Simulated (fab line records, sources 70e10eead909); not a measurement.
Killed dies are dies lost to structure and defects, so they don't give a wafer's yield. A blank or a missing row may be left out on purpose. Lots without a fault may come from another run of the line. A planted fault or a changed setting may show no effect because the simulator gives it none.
fab line records | flow nand_harc
record lots=7 wafers=21 last_day=30
route steps=1302 shown A_STAIRCASE@773 END@1302
lots that met no fault: from a run of the same line without faults
start_h: hours from the record's first day to the start of the lot's first wafer shown | wait_h: hours since the lot's step before | " the same as in the row above | L1.1+2: a row that stands for several wafers | - no value, or no start given | * or withheld: withheld | < > ~ a bound
route shown NAME@n: a module of which the file shows steps, and the number in the route of the first | usual: mean/standard deviation of fault-free wafers | same: alike in all rows | chamber/n: place in a boat | sites: the reading at each site | _std_site: their standard deviation | _edge_site: outer sites' mean less inner sites' | radius_mm: how far each site lies from the wafer's centre | mask NAME#n: copy n | behind: the tool/chamber that last shaped the wafer | hold: why the lot was held/for how many hours/how that ended | device: the transistor (n, p or np) that didn't switch | end of line: the same wafers' tests at the end of the route | a step without rows: its recipe alone | killed: dies lost to structure and defects at the first sort, not the wafer's yield | map: a wafer's dies, x killed, . not, _ none there
set.NAME: the setting as run; set.NAME@STEP: as run at that earlier step | model.NAME: the simulator's own value behind a step, which no gauge read
lots at some steps of the route; a table a step, a row a wafer
services: from which hour (start_h, from the record's first day; less than 0 if before it) a tool's chamber was out of use, for how many hours, and why
## steps
# step NHARC_A_STAIRCASE_DEP_259
# recipe target_thk_a=300 target_thk_nm=30 temp_c=400 pressure_torr=3.5 flow_sccm=200 rf_w=350 material=SiON
# step NHARC_A_STAIRCASE_DEHYDRATE_260
# recipe temp_c=150 time_s=120
# step NHARC_A_STAIRCASE_HMDS_261
# recipe time_s=30
# step NHARC_A_STAIRCASE_COAT_262
# recipe spin_rpm=1200
# step NHARC_A_STAIRCASE_SOFTBAKE_263
# recipe temp_c=135 time_s=170
# step NHARC_A_STAIRCASE_EBR_264
# step NHARC_A_STAIRCASE_EXPOSE_265
# recipe na=0.5 dose_mj=25.01 mask_id=CHOP_200
# step NHARC_A_STAIRCASE_PEB_266
# recipe peb_temp_c=115 peb_time_s=130
# step NHARC_A_STAIRCASE_DEVELOP_267
# recipe time_s=140
# step NHARC_A_STAIRCASE_HARDBAKE_269
# recipe temp_c=120 time_s=140
# step NHARC_A_STAIRCASE_DESCUM_270
# recipe time_s=3 o2_flow_sccm=200 ar_flow_sccm=0 bias_power_w=0 chemistry=O2
# step NHARC_A_STAIRCASE_ETCH_271
# recipe cf4_flow_sccm=100 chf3_flow_sccm=30 ar_flow_sccm=0 rf_w=500 bias_w=200 chemistry=CF4/CHF3
# usual drypump_motor_current_A=5.7/0.55 oes_product_au=0.947/0.024 rf_vpp_V=370.7/2.7 showerhead_plenum_p_Torr=1.58/0.077 throttle_valve_pct=16.803/0.0099
# columns lot.wafer tool chamber start_h wait_h drypump_motor_current_A oes_product_au rf_hours_counter_h rf_vpp_V showerhead_plenum_p_Torr throttle_valve_pct
L577.3 rie_diel-11 2 373.14 0.1 5.3 0.991 37 368.4 1.52 16.797
L577.5 " 0 " " 6.0 0.966 - 373.9 1.68 16.798
L577.4 " 2 " " 5.3 0.996 - 368.5 1.52 16.814
L581.4 rie_diel-13 2 412.40 0.1 5.7 0.921 26 368.3 1.51 16.800
L581.1 " 3 " " 5.3 0.928 23 375.2 1.69 16.789
L581.5 " 2 " " 5.7 0.919 - 369.3 1.51 16.806
L583.1 rie_diel-13 3 430.01 0.1 5.2 0.934 29 373.8 1.69 16.798
L583.2 " 0 " " 6.5 0.935 24 369.0 1.54 16.817
L583.4 " 1 " " 4.8 0.918 33 369.8 1.53 16.817
L586.4 rie_diel-13 2 464.75 0.1 5.6 0.922 49 367.9 1.51 16.810
L586.3 " 1 " " 4.8 0.928 48 368.9 1.53 16.812
L586.6 " 2 " " 5.7 0.929 - 368.8 1.51 16.795
L587.2 rie_diel-11 1 470.91 0.2 6.3 0.917 10 369.3 1.55 16.799
L587.1 " 2 " " 5.3 0.928 10 368.3 1.52 16.808
L587.4 " 3 " " 6.2 0.899 9 373.9 1.68 16.792
L590.3 rie_diel-11 2 511.71 0.1 5.3 0.997 19 367.9 1.51 16.809
L590.4 " 0 " " 6.0 0.962 20 373.4 1.67 16.802
L590.2 " 1 " " 6.3 0.958 21 369.6 1.55 16.793
L591.3 rie_diel-11 0 516.13 0.1 6.0 0.932 22 373.7 1.67 16.828
L591.2 " 1 " " 6.3 0.916 22 371.2 1.55 16.816
L591.1 " 3 " " 6.2 0.902 21 375.7 1.68 16.779
# step NHARC_A_STAIRCASE_HM_OPEN_457
# recipe o2_flow_sccm=400 cos_flow_sccm=20 ar_flow_sccm=0 rf_w=500 bias_w=300 chemistry=O2/COS
# step NHARC_A_STAIRCASE_STRIP_458
# recipe o2_flow_sccm=400 cos_flow_sccm=20 ar_flow_sccm=0 bias_w=0 chemistry=O2/COS
# step NHARC_A_STAIRCASE_ETCH_451
# recipe target_depth_a=300 overetch_a=30 time_s=16.5 ion_energy_ev=100 cf4_flow_sccm=80 o2_flow_sccm=20 ar_flow_sccm=0 rf_w=300 bias_w=100 chemistry=CF4/O2
# step NHARC_A_STAIRCASE_ETCH_273
# recipe target_depth_a=1.02e+05 time_s=2468.6 ion_energy_ev=800 c4f8_flow_sccm=80 o2_flow_sccm=60 ar_flow_sccm=withheld rf_w=600 bias_w=3000 chemistry=C4F8/O2/Ar
# step NHARC_A_STAIRCASE_STRIP_274
# recipe o2_flow_sccm=500 ar_flow_sccm=0 bias_w=0 chemistry=O2
# step NHARC_A_STAIRCASE_STRIP_275
# recipe time_s=900 temp_c=130 chemistry=SPM
# step NHARC_A_STAIRCASE_PRECLEAN_276
# recipe time_s=* temp_c=50 bath_age_min=0 chemistry=SC1
# step NHARC_A_STAIRCASE_SRD_277
# step NHARC_A_STAIRCASE_HM_DEP_459
# recipe target_thk_a=15000 temp_c=400 material=aC
# usual throttle_valve_pct=35.000/0.0078
# columns lot.wafer tool chamber start_h wait_h throttle_valve_pct
L577.3 acl_dep-03 0 380.15 3.7 34.998
L577.4 " 0 " " 35.000
L577.5 " 0 " " 35.007
L581.1 acl_dep-01 0 418.08 2.8 34.999
L581.4 " 0 " " 35.003
L581.5 " 0 " " 35.010
L583.1 acl_dep-01 0 433.29 0.4 35.014
L583.2 " 0 " " 35.002
L583.4 " 0 " " 34.993
L586.3 acl_dep-02 0 468.65 1.0 35.010
L586.4 " 0 " " 35.000
L586.6 " 0 " " 34.993
L587.1 acl_dep-02 0 477.59 2.4 35.001
L587.2 " 0 " " 34.999
L587.4 " 0 " " 35.002
L590.2 acl_dep-03 0 515.34 0.7 35.004
L590.3 " 0 " " 34.997
L590.4 " 0 " " 34.999
L591.1 acl_dep-02 0 519.84 0.8 35.006
L591.2 " 0 " " 34.995
L591.3 " 0 " " 35.007
# step NHARC_A_STAIRCASE_DEP_280
# recipe target_thk_a=300 target_thk_nm=30 temp_c=400 pressure_torr=3.5 flow_sccm=200 rf_w=350 material=SiON
# step NHARC_A_STAIRCASE_DEHYDRATE_281
# recipe temp_c=150 time_s=120
# step NHARC_A_STAIRCASE_HMDS_282
# recipe time_s=30
# step NHARC_A_STAIRCASE_COAT_283
# recipe spin_rpm=1200
# step NHARC_A_STAIRCASE_SOFTBAKE_284
# recipe temp_c=135 time_s=170
# step NHARC_A_STAIRCASE_EBR_285
# step NHARC_A_STAIRCASE_EXPOSE_286
# recipe na=0.5 dose_mj=25.01 mask_id=CHOP_100
# step NHARC_A_STAIRCASE_PEB_287
# recipe peb_temp_c=115 peb_time_s=130
# step NHARC_A_STAIRCASE_DEVELOP_288
# recipe time_s=140
# step NHARC_A_STAIRCASE_HARDBAKE_290
# recipe temp_c=120 time_s=140
# step NHARC_A_STAIRCASE_DESCUM_291
# recipe time_s=3 o2_flow_sccm=200 ar_flow_sccm=0 bias_power_w=0 chemistry=O2
# usual drypump_motor_current_A=5.6/0.56 oes_product_au=1.000/0.011 rf_vpp_V=57.7/0.96 showerhead_plenum_p_Torr=1.91/0.095 throttle_valve_pct=11.310/0.0098
# columns lot.wafer tool chamber start_h wait_h drypump_motor_current_A oes_product_au rf_hours_counter_h rf_vpp_V showerhead_plenum_p_Torr throttle_valve_pct
L577.4 rie_diel-11 2 382.38 - 5.3 1.013 40 58.2 1.85 11.311
L577.3 " 0 " " 6.0 0.997 37 57.0 2.05 11.315
L577.5 " 2 " " 5.3 1.021 - 58.4 1.85 11.325
L581.1 rie_diel-03 3 420.96 - 5.8 1.005 20 59.1 1.96 11.305
L581.4 " 0 " " 5.4 1.010 - 56.1 1.83 11.303
L581.5 " 3 " " 5.9 1.012 - 58.2 1.95 11.304
L583.1 rie_diel-03 0 436.01 - 5.4 1.020 36 58.2 1.83 11.322
L583.2 " 1 " " 4.7 0.998 36 57.1 1.77 11.318
L583.4 " 0 " " 5.4 1.006 - 58.4 1.83 11.308
L586.4 rie_diel-11 3 471.01 - 6.2 0.986 9 56.8 2.05 11.331
L586.3 " 0 " " 6.0 1.003 9 57.6 2.04 11.302
L586.6 " 2 " " 5.3 1.021 - 57.9 1.84 11.310
L587.1 rie_diel-13 1 480.48 - 4.8 0.990 53 56.1 1.85 11.319
L587.4 " 2 " " 5.6 1.003 54 56.8 1.83 11.303
L587.2 " 0 " " 6.5 1.005 46 57.5 1.86 11.313
L590.4 rie_diel-13 1 517.88 - 4.8 0.976 63 58.1 1.85 11.296
L590.2 " 2 " " 5.6 0.999 67 57.0 1.83 11.300
L590.3 " 0 " " 6.5 1.017 58 58.8 1.86 11.322
L591.2 rie_diel-03 0 522.71 - 5.4 0.991 19 55.7 1.82 11.307
L591.3 " 1 " " 4.7 0.998 19 56.5 1.77 11.297
L591.1 " 2 " " 5.8 0.987 4 57.8 1.93 11.308
# step NHARC_A_STAIRCASE_ETCH_292
# recipe cf4_flow_sccm=100 chf3_flow_sccm=30 ar_flow_sccm=0 rf_w=500 bias_w=200 chemistry=CF4/CHF3
# step NHARC_A_STAIRCASE_HM_OPEN_460
# recipe o2_flow_sccm=400 cos_flow_sccm=20 ar_flow_sccm=0 rf_w=500 bias_w=300 chemistry=O2/COS
# usual drypump_motor_current_A=5.7/0.58 oes_product_au=1.002/0.01 rf_vpp_V=467/3.3 showerhead_plenum_p_Torr=3.10/0.15 throttle_valve_pct=28.330/0.0091
# columns lot.wafer tool chamber start_h wait_h drypump_motor_current_A oes_product_au rf_hours_counter_h rf_vpp_V showerhead_plenum_p_Torr throttle_valve_pct
L577.3 rie_diel-11 1 - - 6.3 0.999 40 466 3.10 28.339
L577.4 " 2 " " 5.3 1.018 40 463 3.02 28.333
L577.5 " 0 " " 5.9 1.004 - 470 3.32 28.335
L581.1 rie_diel-03 3 - - 5.9 1.018 20 467 3.19 28.313
L581.4 " 3 " " 5.8 1.018 - 468 3.19 28.348
L581.5 " 0 " " 5.5 1.012 - 465 3.00 28.331
L583.1 rie_diel-03 3 - - 5.9 1.033 23 468 3.18 28.324
L583.2 " 0 " " 5.5 1.014 36 464 3.00 28.329
L583.4 " 1 " " 4.7 1.003 - 461 2.91 28.313
L586.4 rie_diel-11 3 - - 6.2 0.985 11 472 3.34 28.352
L586.3 " 0 " " 6.0 1.002 10 472 3.31 28.337
L586.6 " 0 " " 6.0 1.017 - 471 3.31 28.335
L587.2 rie_diel-13 0 - - 6.5 1.009 46 466 3.04 28.304
L587.1 " 1 " " 4.8 0.986 53 465 3.02 28.339
L587.4 " 3 " " 5.3 1.011 53 473 3.34 28.325
L590.2 rie_diel-13 1 - - 4.8 1.000 63 465 3.02 28.336
L590.3 " 2 " " 5.6 1.014 67 463 2.99 28.334
L590.4 " 0 " " 6.5 1.016 58 466 3.04 28.330
L591.2 rie_diel-03 0 - - 5.5 1.002 19 465 2.98 28.351
L591.1 " 1 " " 4.7 0.999 19 462 2.89 28.329
L591.3 " 3 " " 5.9 1.006 19 469 3.17 28.331
# step NHARC_A_STAIRCASE_STRIP_461
# recipe o2_flow_sccm=400 cos_flow_sccm=20 ar_flow_sccm=0 bias_w=0 chemistry=O2/COS
# step NHARC_A_STAIRCASE_ETCH_452
# recipe target_depth_a=300 overetch_a=30 time_s=16.5 ion_energy_ev=100 cf4_flow_sccm=80 o2_flow_sccm=20 ar_flow_sccm=0 rf_w=300 bias_w=100 chemistry=CF4/O2
# step NHARC_A_STAIRCASE_ETCH_294
# recipe target_depth_a=49890 time_s=1211.6 ion_energy_ev=800 c4f8_flow_sccm=80 o2_flow_sccm=60 ar_flow_sccm=withheld rf_w=600 bias_w=3000 chemistry=C4F8/O2/Ar
# usual oes_product_au=0.934/0.012 rf_vpp_V=1826/12
# columns lot.wafer tool chamber start_h wait_h oes_product_au rf_hours_counter_h rf_vpp_V
L577.3 rie_diel-11 2 - - 0.948 40 1817
L577.4 " 1 " " 0.942 40 1824
L577.5 " 3 " " 0.939 - 1845
L581.1 rie_diel-03 0 - - 0.938 34 1816
L581.4 " 1 " " 0.931 - 1807
L581.5 " 3 " " 0.941 - 1831
L583.1 rie_diel-03 3 - - 0.950 23 1833
L583.2 " 0 " " 0.938 37 1817
L583.4 " 3 " " 0.946 - 1832
L586.4 rie_diel-11 1 - - 0.923 12 1825
L586.3 " 2 " " 0.933 12 1817
L586.6 " 0 " " 0.931 - 1842
L587.1 rie_diel-13 0 - - 0.947 47 1820
L587.2 " 1 " " 0.921 53 1819
L587.4 " 2 " " 0.927 55 1816
L590.3 rie_diel-13 2 - - 0.943 67 1816
L590.4 " 0 " " 0.970 58 1820
L590.2 " 1 " " 0.926 64 1818
L591.3 rie_diel-03 3 - - 0.947 19 1831
L591.2 " 0 " " 0.929 19 1815
L591.1 " 2 " " 0.928 5 1828
# step NHARC_A_STAIRCASE_STRIP_295
# recipe o2_flow_sccm=500 ar_flow_sccm=0 bias_w=0 chemistry=O2
# usual drypump_motor_current_A=5.7/0.57 oes_product_au=1.000/0.01 rf_vpp_V=57.7/0.85 showerhead_plenum_p_Torr=3.52/0.17 throttle_valve_pct=17.036/0.0094
# columns lot.wafer tool chamber start_h wait_h drypump_motor_current_A oes_product_au rf_hours_counter_h rf_vpp_V showerhead_plenum_p_Torr throttle_valve_pct
L577.4 rie_diel-11 0 - - 6.0 1.005 37 58.3 3.75 17.043
L577.3 " 1 " " 6.3 1.007 40 57.5 3.50 17.039
L577.5 " 0 " " 6.0 1.007 - 57.3 3.75 17.041
L581.1 rie_diel-03 0 - - 5.5 1.010 34 57.6 3.39 17.027
L581.5 " 0 " " 5.4 1.006 - 57.2 3.39 17.034
L581.4 " 1 " " 4.7 1.003 - 57.6 3.29 17.032
L583.1 rie_diel-03 0 - - 5.4 1.007 37 57.7 3.39 17.041
L583.2 " 1 " " 4.7 0.993 37 57.9 3.29 17.037
L583.4 " 1 " " 4.7 0.997 - 56.6 3.29 17.046
L586.4 rie_diel-11 0 - - 6.0 1.009 13 59.9 3.74 17.043
L586.3 " 2 " " 5.3 1.010 12 57.3 3.40 17.026
L586.6 " 0 " " 6.0 1.010 - 59.5 3.74 17.040
L587.2 rie_diel-13 3 - - 5.2 1.005 54 59.0 3.78 17.040
L587.1 " 1 " " 4.8 0.991 54 56.7 3.42 17.036
L587.4 " 2 " " 5.6 0.999 55 56.9 3.38 17.012
L590.4 rie_diel-13 2 - - 5.7 1.006 68 57.5 3.38 17.029
L590.3 " 0 " " 6.5 1.009 58 55.6 3.43 17.046
L590.2 " 1 " " 4.8 0.999 64 57.2 3.41 17.026
L591.2 rie_diel-03 0 - - 5.4 0.999 20 56.7 3.37 17.014
L591.3 " 1 " " 4.7 0.994 20 56.7 3.27 17.039
L591.1 " 3 " " 5.9 1.007 19 56.9 3.58 17.041
# step NHARC_A_STAIRCASE_STRIP_296
# recipe time_s=900 temp_c=130 chemistry=SPM
# step NHARC_END_SORT_01
# recipe temp_c=25
# usual killed_at_array=55/20 killed_at_other=0.7/0.96 killed_at_periphery=4.1/2.4 killed_dies=60/20 killed_open=3.3/1.9 killed_short=2.8/1.6
# same gross_dies=677
# columns lot.wafer tool chamber start_h wait_h killed_at_array killed_at_other killed_at_periphery killed_dies killed_open killed_short
L577.3 prober-01 0 577.29 3.1 65 0 7 72 2 2
L577.4 prober-01 0 578.11 3.4 55 0 7 62 2 0
L577.5 prober-01 0 578.92 3.7 65 0 6 71 8 2
L583.1 prober-01 0 621.16 2.5 62 0 2 64 5 4
L583.2 prober-01 0 621.93 2.8 60 0 4 64 1 0
L583.4 prober-01 0 623.49 3.3 73 0 3 76 5 5
L587.1 prober-02 0 654.58 2.5 116 0 5 121 0 2
L587.2 prober-02 0 655.39 2.8 118 1 8 127 6 3
L587.4 prober-02 0 657.01 3.4 86 0 10 96 5 1
L590.2 prober-01 0 698.71 2.8 130 0 3 133 1 2
L590.3 prober-01 0 699.52 3.1 134 1 7 142 3 1
L590.4 prober-01 0 700.32 3.4 114 1 6 121 2 2
L591.1 prober-02 0 713.48 2.5 107 0 1 108 0 4
L591.2 prober-02 0 714.28 2.8 146 1 8 155 7 3
L591.3 prober-02 0 715.08 3.1 129 0 3 132 7 2
# killed by level:class
L577.3 A_CHANNEL_HOLE_D1:chamber_film_flake=28 A_CHANNEL_HOLE_D2:chamber_film_flake=22 A_STAIRCASE:chamber_film_flake=4 A_BONDPAD:chamber_film_flake=4 P_GATE:chamber_film_flake=3 P_M1:chamber_film_flake=3 A_WL_FILL:chamber_film_flake=2 P_CONTACT:geometric_particle:open=1
L577.4 A_CHANNEL_HOLE_D2:chamber_film_flake=27 A_CHANNEL_HOLE_D1:chamber_film_flake=18 A_BONDPAD:chamber_film_flake=6 P_GATE:chamber_film_flake=3 P_M1:chamber_film_flake=3 A_CONTACT:chamber_film_flake=3 P_M1:geometric_particle:open=1 A_CHANNEL_FILL_D1:geometric_particle:open=1
L577.5 A_CHANNEL_HOLE_D1:chamber_film_flake=26 A_CHANNEL_HOLE_D2:chamber_film_flake=21 A_M0:geometric_particle:open=4 P_M1:chamber_film_flake=4 A_STAIRCASE:chamber_film_flake=3 P_GATE:chamber_film_flake=2 A_CONTACT:chamber_film_flake=2 A_CHANNEL_FILL_D1:geometric_particle:short=1
L583.1 A_CHANNEL_HOLE_D2:chamber_film_flake=29 A_SLIT:chamber_film_flake=19 A_CHANNEL_HOLE_D1:chamber_film_flake=3 A_DECK1_JOINT:geometric_particle:short=2 A_CHANNEL_FILL_D2:geometric_particle:open=2 A_CONTACT:geometric_particle:open=2 P_M0:geometric_particle:open=1 A_CHANNEL_FILL_D1:geometric_particle:short=1
L583.2 A_CHANNEL_HOLE_D2:chamber_film_flake=24 A_SLIT:chamber_film_flake=23 A_STAIRCASE:chamber_film_flake=4 A_CONTACT:chamber_film_flake=3 P_ZERO_WELL:chamber_film_flake=2 P_BONDPAD:chamber_film_flake=2 A_CHANNEL_HOLE_D1:chamber_film_flake=2 A_CHANNEL_FILL_D1:geometric_particle:open=1
L583.4 A_SLIT:chamber_film_flake=29 A_CHANNEL_HOLE_D2:chamber_film_flake=26 A_WL_FILL:geometric_particle:open=2 P_BONDPAD:chamber_film_flake=2 A_WL_FILL:chamber_film_flake=2 A_CONTACT:chamber_film_flake=2 A_ONON_D1:geometric_particle:open=1 A_CHANNEL_HOLE_D1:geometric_particle:short=1
L587.1 A_STAIRCASE:unspecified=74 A_SLIT:chamber_film_flake=26 P_M2:chamber_film_flake=4 A_DECK1_JOINT:chamber_film_flake=4 A_CONTACT:chamber_film_flake=4 A_CHANNEL_HOLE_D1:chamber_film_flake=3 A_DECK1_JOINT:geometric_particle:short=1 A_SGD_CUT:geometric_particle:short=1
L587.2 A_STAIRCASE:unspecified=76 A_SLIT:chamber_film_flake=19 A_CHANNEL_HOLE_D1:chamber_film_flake=8 A_CONTACT:chamber_film_flake=7 P_M2:chamber_film_flake=3 P_CONTACT:geometric_particle:open=2 P_BONDPAD:chamber_film_flake=2 A_SOURCE_PLATE:geometric_particle:open=1
L587.4 A_STAIRCASE:unspecified=42 A_SLIT:chamber_film_flake=31 P_M2:chamber_film_flake=5 A_CHANNEL_HOLE_D1:chamber_film_flake=3 A_CONTACT:chamber_film_flake=3 P_BONDPAD:chamber_film_flake=2 A_DECK1_JOINT:chamber_film_flake=2 P_GATE:geometric_particle:open=1
L590.2 A_STAIRCASE:unspecified=83 A_SLIT:chamber_film_flake=34 A_CHANNEL_HOLE_D1:chamber_film_flake=6 A_STAIRCASE:chamber_film_flake=2 A_WL_FILL:chamber_film_flake=2 A_CHANNEL_FILL_D1:geometric_particle:open=1 A_CHANNEL_FILL_D1:geometric_particle:short=1 A_M0:geometric_particle:short=1
L590.3 A_STAIRCASE:unspecified=77 A_SLIT:chamber_film_flake=39 A_STAIRCASE:chamber_film_flake=8 P_BONDPAD:chamber_film_flake=3 A_SGD_CUT:chamber_film_flake=3 A_CHANNEL_HOLE_D1:chamber_film_flake=2 P_M0:geometric_particle:open=1 A_SOURCE_PLATE:geometric_particle:short=1
L590.4 A_STAIRCASE:unspecified=72 A_SLIT:chamber_film_flake=27 A_STAIRCASE:chamber_film_flake=5 A_CHANNEL_HOLE_D1:chamber_film_flake=4 A_WL_FILL:chamber_film_flake=3 P_M0:geometric_particle:open=2 P_M0:geometric_particle:short=1 A_WL_FILL:geometric_particle:short=1
L591.1 A_STAIRCASE:unspecified=42 A_CHANNEL_HOLE_D1:chamber_film_flake=29 A_CHANNEL_HOLE_D2:chamber_film_flake=21 A_CONTACT:chamber_film_flake=4 A_SLIT:chamber_film_flake=3 A_STAIRCASE:chamber_film_flake=3 A_ONON_D1:geometric_particle:short=2 A_DECK1_JOINT:geometric_particle:short=1
L591.2 A_STAIRCASE:unspecified=80 A_CHANNEL_HOLE_D1:chamber_film_flake=34 A_CHANNEL_HOLE_D2:chamber_film_flake=19 P_GATE:chamber_film_flake=3 A_STAIRCASE:chamber_film_flake=3 P_CONTACT:geometric_particle:open=2 A_M0:geometric_particle:open=2 A_SLIT:chamber_film_flake=2
L591.3 A_STAIRCASE:unspecified=73 A_CHANNEL_HOLE_D1:chamber_film_flake=24 A_CHANNEL_HOLE_D2:chamber_film_flake=18 A_CONTACT:chamber_film_flake=3 P_CONTACT:geometric_particle:open=2 A_ONON_D1:geometric_particle:open=2 A_M0:geometric_particle:open=2 A_SLIT:chamber_film_flake=2
# map L587.2 (x killed, . not)
____________.____________
_________......._________
_______..........._______
______.............______
_____x...........x.._____
____x.x..x...........____
____x...x.x.x........____
___xxxxx..............___
___x..x...............___
__xxxxx....x..xx.......__
__xxxx....x.xxxx.......__
_xxxxx....x...x........._
_xxxxx.........x........_
_xxxxxx......xx........._
_xxxxxxxx.x..x.....x...._
_xxxxxxx......x...x....._
xxxxxxx..................
xxxxxxx..................
xxxxxxx..................
xxxxxxx..................
xxxxx.x..x.....x.........
_xxxxx.................x_
_..xxxx.........x......._
_x.x...................._
_.........x............._
_......................._
__.....................__
__...............x.....__
___...x...............___
___...................___
____.................____
____.................____
_____..............._____
______........x....______
_______..........._______
_________......._________
____________.____________
# map L590.3 (x killed, . not)
____________.____________
_________......._________
_______..x........_______
______.............______
_____......x........_____
____........x......x.____
____........xxx......____
___.....xxxxxxxx.x....___
___........xx.xxx.....___
__........x.xxxxx......__
__xx.......x.xxxx......__
_xx.x.x..x..xxx.x......._
_xxxx..x...xxxx........._
_xxxxx........xx........_
_xxxxxx........xx......._
_xxxxxxx.....xx........._
xxxxxxx..................
xxxxxxx.x................
xxxxxxx..................
xxxxxxx.x................
xxxxxx...................
_xxxxx.........x........_
_xxxxx.................._
_xxxxx.................._
_x.x...................._
_...x..................._
__.......x.....x.x....x__
__................x....__
___........x..x.......___
___...................___
____.................____
____.................____
_____..............._____
______.....x.......______
_______..........._______
_________.x...x._________
____________x____________
## services
# columns tool chamber start_h hours kind
rie_diel-11 0 363.10 - clean
rie_diel-11 1 363.10 - clean
rie_diel-11 2 363.10 - clean
rie_diel-11 3 363.10 - clean
rie_diel-03 0 364.09 - clean
rie_diel-03 1 364.09 - clean
rie_diel-03 2 364.09 - clean
rie_diel-03 3 364.09 - clean
acl_dep-01 - 367.24 13.0 pm
rie_diel-03 - 382.87 19.8 repair
rie_diel-11 0 387.60 - clean
rie_diel-11 1 387.60 - clean
rie_diel-11 1 406.30 4.6 repair
rie_diel-03 - 407.22 0.5 repair
rie_diel-11 0 412.92 1.2 repair
rie_diel-13 0 414.23 11.1 repair
acl_dep-02 - 424.35 13.0 pm
rie_diel-11 - 432.72 9.0 pm
rie_diel-03 - 458.48 9.0 pm
rie_diel-11 0 477.13 5.4 repair
rie_diel-11 - 480.17 0.7 repair
acl_dep-03 - 482.65 13.0 pm
rie_diel-11 2 485.48 1.2 repair
rie_diel-13 - 520.02 9.0 pm
## key
first_sign step=NHARC_END_SORT_01 reading=killed_dies direction=up sigmas=3.3 usual=60 struck=126
effect step=NHARC_END_SORT_01 reading=killed_at_array direction=up sigmas=3.2 usual=55 struck=120
more_kills_born_at NHARC_A_STAIRCASE_ETCH_271@rie_diel-11=612
met_at NHARC_A_STAIRCASE_ETCH_271
struck_wafers L587.1,L587.2,L587.4,L590.2,L590.3,L590.4,L591.1,L591.2,L591.3
tester_left_out L587,L590,L591
onset_between 373.14 470.91
fault kind=chamber_particle_source tool=rie_diel-11 chamber=- onset_h=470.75 steps=NHARC_A_STAIRCASE_ETCH_271 rate_per_visit_cm2=2.0409 end_h=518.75
# tester_left_out: of these lots the tester's yield and bins aren't shown, on N5 and GAA mostly nor the transistor test; their killed dies are dies lost to structure and defects alone, not to doping, threshold or leakage, so they don't give the yield
